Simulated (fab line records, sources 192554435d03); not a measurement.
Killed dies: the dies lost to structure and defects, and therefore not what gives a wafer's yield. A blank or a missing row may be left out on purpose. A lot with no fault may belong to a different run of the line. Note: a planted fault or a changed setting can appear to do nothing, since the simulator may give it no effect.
Matching of chambers || flow n5 finfet || N5_BEOL_M6_STRIP_67 on rie diel-03 has 4 sister chambers
The step strips in CF4. 30 wafers are shown with their chamber, then 12 later ones without.

== WAFERS, EACH WITH ITS CHAMBER ==
{"wafer": "L077.1", "chamber": 0, "showerhead plenum p Torr (Torr)": 1.90, "drypump motor current A (A)": 5.8, "oes product au (a.u.)": 0.88}
{"wafer": "L077.2", "chamber": 3, "showerhead plenum p Torr (Torr)": 1.83, "drypump motor current A (A)": 5.2, "oes product au (a.u.)": 0.70}
{"wafer": "L077.3", "chamber": 1, "showerhead plenum p Torr (Torr)": 1.82, "drypump motor current A (A)": 5.3, "oes product au (a.u.)": 0.86}
{"wafer": "L077.4", "chamber": 2, "showerhead plenum p Torr (Torr)": 1.83, "drypump motor current A (A)": 5.3, "oes product au (a.u.)": 0.68}
{"wafer": "L077.5", "chamber": 2, "showerhead plenum p Torr (Torr)": 1.83, "drypump motor current A (A)": 5.3, "oes product au (a.u.)": 0.68}
{"wafer": "L077.6", "chamber": 1, "showerhead plenum p Torr (Torr)": 1.82, "drypump motor current A (A)": 5.3, "oes product au (a.u.)": 0.86}
{"wafer": "L078.3", "chamber": 2, "showerhead plenum p Torr (Torr)": 1.83, "drypump motor current A (A)": 5.3, "oes product au (a.u.)": 0.68}
{"wafer": "L078.4", "chamber": 3, "showerhead plenum p Torr (Torr)": 1.83, "drypump motor current A (A)": 5.3, "oes product au (a.u.)": 0.69}
{"wafer": "L078.5", "chamber": 2, "showerhead plenum p Torr (Torr)": 1.83, "drypump motor current A (A)": 5.3, "oes product au (a.u.)": 0.68}
{"wafer": "L081.2", "chamber": 1, "showerhead plenum p Torr (Torr)": 1.82, "drypump motor current A (A)": 5.3, "oes product au (a.u.)": 0.84}
{"wafer": "L081.3", "chamber": 0, "showerhead plenum p Torr (Torr)": 1.89, "drypump motor current A (A)": 5.9, "oes product au (a.u.)": 0.87}
{"wafer": "L081.6", "chamber": 0, "showerhead plenum p Torr (Torr)": 1.89, "drypump motor current A (A)": 5.9, "oes product au (a.u.)": 0.86}
{"wafer": "L083.1", "chamber": 2, "showerhead plenum p Torr (Torr)": 1.83, "drypump motor current A (A)": 5.3, "oes product au (a.u.)": 0.67}
{"wafer": "L083.2", "chamber": 1, "showerhead plenum p Torr (Torr)": 1.82, "drypump motor current A (A)": 5.3, "oes product au (a.u.)": 0.84}
{"wafer": "L083.3", "chamber": 0, "showerhead plenum p Torr (Torr)": 1.89, "drypump motor current A (A)": 5.8, "oes product au (a.u.)": 0.87}
{"wafer": "L083.4", "chamber": 3, "showerhead plenum p Torr (Torr)": 1.83, "drypump motor current A (A)": 5.3, "oes product au (a.u.)": 0.70}
{"wafer": "L083.5", "chamber": 1, "showerhead plenum p Torr (Torr)": 1.82, "drypump motor current A (A)": 5.3, "oes product au (a.u.)": 0.84}
{"wafer": "L083.6", "chamber": 2, "showerhead plenum p Torr (Torr)": 1.83, "drypump motor current A (A)": 5.3, "oes product au (a.u.)": 0.67}
{"wafer": "L085.1", "chamber": 3, "showerhead plenum p Torr (Torr)": 1.83, "drypump motor current A (A)": 5.2, "oes product au (a.u.)": 0.68}
{"wafer": "L085.4", "chamber": 0, "showerhead plenum p Torr (Torr)": 1.89, "drypump motor current A (A)": 5.8, "oes product au (a.u.)": 0.86}
{"wafer": "L085.5", "chamber": 2, "showerhead plenum p Torr (Torr)": 1.83, "drypump motor current A (A)": 5.3, "oes product au (a.u.)": 0.67}
{"wafer": "L088.2", "chamber": 0, "showerhead plenum p Torr (Torr)": 1.89, "drypump motor current A (A)": 5.8, "oes product au (a.u.)": 0.85}
{"wafer": "L088.3", "chamber": 1, "showerhead plenum p Torr (Torr)": 1.82, "drypump motor current A (A)": 5.3, "oes product au (a.u.)": 0.83}
{"wafer": "L088.4", "chamber": 3, "showerhead plenum p Torr (Torr)": 1.83, "drypump motor current A (A)": 5.2, "oes product au (a.u.)": 0.69}
{"wafer": "L087.1", "chamber": 0, "showerhead plenum p Torr (Torr)": 1.89, "drypump motor current A (A)": 5.9, "oes product au (a.u.)": 0.84}
{"wafer": "L087.3", "chamber": 3, "showerhead plenum p Torr (Torr)": 1.83, "drypump motor current A (A)": 5.2, "oes product au (a.u.)": 0.69}
{"wafer": "L087.5", "chamber": 3, "showerhead plenum p Torr (Torr)": 1.83, "drypump motor current A (A)": 5.2, "oes product au (a.u.)": 0.67}
{"wafer": "L090.1", "chamber": 3, "showerhead plenum p Torr (Torr)": 1.83, "drypump motor current A (A)": 5.3, "oes product au (a.u.)": 0.68}
{"wafer": "L090.3", "chamber": 0, "showerhead plenum p Torr (Torr)": 1.89, "drypump motor current A (A)": 5.8, "oes product au (a.u.)": 0.85}
{"wafer": "L090.4", "chamber": 0, "showerhead plenum p Torr (Torr)": 1.89, "drypump motor current A (A)": 5.8, "oes product au (a.u.)": 0.84}

SIGNATURES (means of the wafers above)
{"reading": "showerhead plenum p Torr", "chamber 0": 1.8911, "chamber 1": 1.8200, "chamber 2": 1.8300, "chamber 3": 1.8300, "scatter within a chamber": 0.00185}
{"reading": "drypump motor current A", "chamber 0": 5.833, "chamber 1": 5.300, "chamber 2": 5.300, "chamber 3": 5.237, "scatter within a chamber": 0.0386}
{"reading": "oes product au", "chamber 0": 0.8578, "chamber 1": 0.8450, "chamber 2": 0.6757, "chamber 3": 0.6875, "scatter within a chamber": 0.0111}
Rule: distance of a wafer from a chamber = root of the sum over the readings of ((wafer's reading minus chamber's mean) / reading's scatter) squared. If the next closest chamber is less than 2 further off than the closest, the wafer can't be placed; otherwise it belongs to the closest. The scatter is the square root of a quotient: the sum, over the shown wafers, of each reading's squared deviation from its chamber's mean, divided by wafers minus chambers.

== WAFERS WITHOUT THEIR CHAMBER ==
{"wafer": "L092.1", "showerhead plenum p Torr (Torr)": 1.88, "drypump motor current A (A)": 5.8, "oes product au (a.u.)": 0.82}
{"wafer": "L092.2", "showerhead plenum p Torr (Torr)": 1.82, "drypump motor current A (A)": 5.3, "oes product au (a.u.)": 0.91}
{"wafer": "L092.3", "showerhead plenum p Torr (Torr)": 1.81, "drypump motor current A (A)": 5.3, "oes product au (a.u.)": 0.80}
{"wafer": "L092.4", "showerhead plenum p Torr (Torr)": 1.82, "drypump motor current A (A)": 5.3, "oes product au (a.u.)": 0.68}
{"wafer": "L092.5", "showerhead plenum p Torr (Torr)": 1.82, "drypump motor current A (A)": 5.3, "oes product au (a.u.)": 0.67}
{"wafer": "L092.6", "showerhead plenum p Torr (Torr)": 1.88, "drypump motor current A (A)": 5.8, "oes product au (a.u.)": 0.82}
{"wafer": "L097.1", "showerhead plenum p Torr (Torr)": 1.82, "drypump motor current A (A)": 5.3, "oes product au (a.u.)": 0.91}
{"wafer": "L097.2", "showerhead plenum p Torr (Torr)": 1.81, "drypump motor current A (A)": 5.3, "oes product au (a.u.)": 0.81}
{"wafer": "L097.3", "showerhead plenum p Torr (Torr)": 1.88, "drypump motor current A (A)": 5.8, "oes product au (a.u.)": 0.82}
{"wafer": "L097.4", "showerhead plenum p Torr (Torr)": 1.82, "drypump motor current A (A)": 5.2, "oes product au (a.u.)": 0.68}
{"wafer": "L097.5", "showerhead plenum p Torr (Torr)": 1.82, "drypump motor current A (A)": 5.3, "oes product au (a.u.)": 0.91}
{"wafer": "L097.6", "showerhead plenum p Torr (Torr)": 1.81, "drypump motor current A (A)": 5.3, "oes product au (a.u.)": 0.81}

== WHICH CHAMBER EACH WENT THROUGH ==
{"wafer": "L092.1", "from the rows above": 0, "in truth": 0}
{"wafer": "L092.2", "from the rows above": 1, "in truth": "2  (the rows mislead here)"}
{"wafer": "L092.3", "from the rows above": 1, "in truth": 1}
{"wafer": "L092.4", "from the rows above": "can't be placed: 2 or 3", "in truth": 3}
{"wafer": "L092.5", "from the rows above": "can't be placed: 2 or 3", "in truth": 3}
{"wafer": "L092.6", "from the rows above": 0, "in truth": 0}
{"wafer": "L097.1", "from the rows above": 1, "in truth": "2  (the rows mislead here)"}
{"wafer": "L097.2", "from the rows above": 1, "in truth": 1}
{"wafer": "L097.3", "from the rows above": 0, "in truth": 0}
{"wafer": "L097.4", "from the rows above": "can't be placed: 3 or 2", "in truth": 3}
{"wafer": "L097.5", "from the rows above": 1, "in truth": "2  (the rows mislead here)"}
{"wafer": "L097.6", "from the rows above": 1, "in truth": 1}
Correctly placed: 6 of 12. Cannot be placed on the basis of these rows: 3; the candidates contain the true chamber in 3. 3 placed wrongly.
